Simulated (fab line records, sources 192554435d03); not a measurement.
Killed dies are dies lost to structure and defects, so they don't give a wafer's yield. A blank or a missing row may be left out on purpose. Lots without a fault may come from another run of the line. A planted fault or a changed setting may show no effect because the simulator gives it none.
Split-lot experiment | flow n5_finfet | 7 lots, 21 wafers read, on a route of 1938 steps

THE SPLIT
At N5_BEOL_M1_ETCH_64 (etches SOC in N2/H2, target depth 75 nm, overetch 15 nm, time 112.5 s), the setting bias_w was moved away from the recipe's 150 W on 8 of the 21 wafers read, by -17.4% to +15.6%. The other wafers ran this setting at the recipe's value.

The reading is taken at the split's own step.

THE READING
rf_vpp_V, in V, at N5_BEOL_M1_ETCH_64 (etches SOC in N2/H2, target depth 75 nm, overetch 15 nm, time 112.5 s). Fault-free wafers of this fab line usually give 523.9 V, standard deviation 2.3 V.

wafer  | tool, chamber at the split | bias_w as run, W | against the recipe | rf_vpp_V, V | against lot-mates on the recipe
L075.1 | rie_diel-05, 2             | 150              | recipe             | 521.2       | -
L075.3 | rie_diel-05, 1             | 150              | recipe             | 523.3       | -
L075.4 | rie_diel-05, 1             | 150              | recipe             | 524.0       | -
L077.1 | rie_diel-02, 2             | 168.9            | +12.6%             | 565.9       | +42.1
L077.2 | rie_diel-02, 3             | 150              | recipe             | 523.0       | -
L077.6 | rie_diel-02, 2             | 150              | recipe             | 524.5       | -
L083.3 | rie_diel-05, 1             | 150              | recipe             | 523.1       | -
L083.4 | rie_diel-05, 3             | 123.9            | -17.4%             | 467.1       | -56.8
L083.6 | rie_diel-05, 1             | 150              | recipe             | 524.7       | -
L090.1 | rie_diel-02, 1             | 150              | recipe             | 527.4       | -
L090.4 | rie_diel-02, 0             | 173.4            | +15.6%             | 574.7       | +47.3
L090.5 | rie_diel-02, 1             | 173.4            | +15.6%             | 579.3       | +51.9
L091.1 | rie_diel-05, 3             | 160              | +6.7%              | 547.3       | +24.4
L091.4 | rie_diel-05, 0             | 160              | +6.7%              | 549.3       | +26.4
L091.5 | rie_diel-05, 1             | 150              | recipe             | 522.9       | -
L094.3 | rie_diel-02, 1             | 150              | recipe             | 526.9       | -
L094.5 | rie_diel-02, 2             | 150              | recipe             | 524.5       | -
L094.6 | rie_diel-02, 1             | 150              | recipe             | 527.9       | -
L095.2 | rie_diel-06, 3             | 159              | +6.0%              | 540.9       | +17.3
L095.4 | rie_diel-06, 0             | 150              | recipe             | 523.6       | -
L095.6 | rie_diel-06, 1             | 159              | +6.0%              | 540.6       | +17.0

THE FIT
A straight line over all 21 wafers: rf_vpp_V changes by +3.32 V for each +1% of bias_w; r = +1.00; the points scatter about the line by 2.2 V.
The same after taking each lot's own level away (the mean of its wafers on the recipe; 21 wafers): +3.25 V for each +1%; r = +1.00; scatter 1.9 V.
On that fit, the largest move of bias_w shifts the reading by 57 V.
The lots' own levels span 522.83 to 527.40 V, that is 2.0 times the standard deviation above.
So the lot-to-lot level changes the slope little: the two slopes agree.
Check: with one of the wafers moved furthest among these (-17.4%) left out of the fit, the line predicts -56.3 V for it against its lot-mates. It came out at -56.8 V against them.
Tool readings at the split's step, against how far the setting was moved: rf_vpp_V r = +1.00.

OTHER SPLITS ON THESE WAFERS
These wafers also went through other splits before the reading. Each is held against what the fit with the lots' levels taken away leaves over:
other split on the same wafers            | wafers away from the commonest value | r with rf_vpp_V (lot level and that fit taken away)
N5_BEOL_M0_SAQP_HM_DEP_111 time_s         | 9                                    | +0.43
N5_BEOL_M0_CUTY_ETCH_63 source_w          | 7                                    | +0.12
N5_BEOL_M0_TRENCH_ETCH_107 target_depth_a | 5                                    | -0.10

THE WHOLE CHAIN: every reading that the file lists as answering this split, in the file's order
step               | what it does                                                          | reading                                                                          | change (the file's fit)                | r (the file's)
N5_BEOL_M1_ETCH_64 | etches SOC in N2/H2, target depth 75 nm, overetch 15 nm, time 112.5 s | rf_vpp_V                                                                         | +3.27 V for each +1% of the setting    | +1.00
N5_BEOL_M1_ETCH_64 | etches SOC in N2/H2, target depth 75 nm, overetch 15 nm, time 112.5 s | SiARC_of_BEOL_M1_COAT_62.thk_nm (the simulator's own value, which no gauge read) | -0.0665 nm for each +1% of the setting | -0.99

THE FILE'S OWN FIT
rf_vpp_V changes by +3.27 V for each +1% of bias_w, r = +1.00.
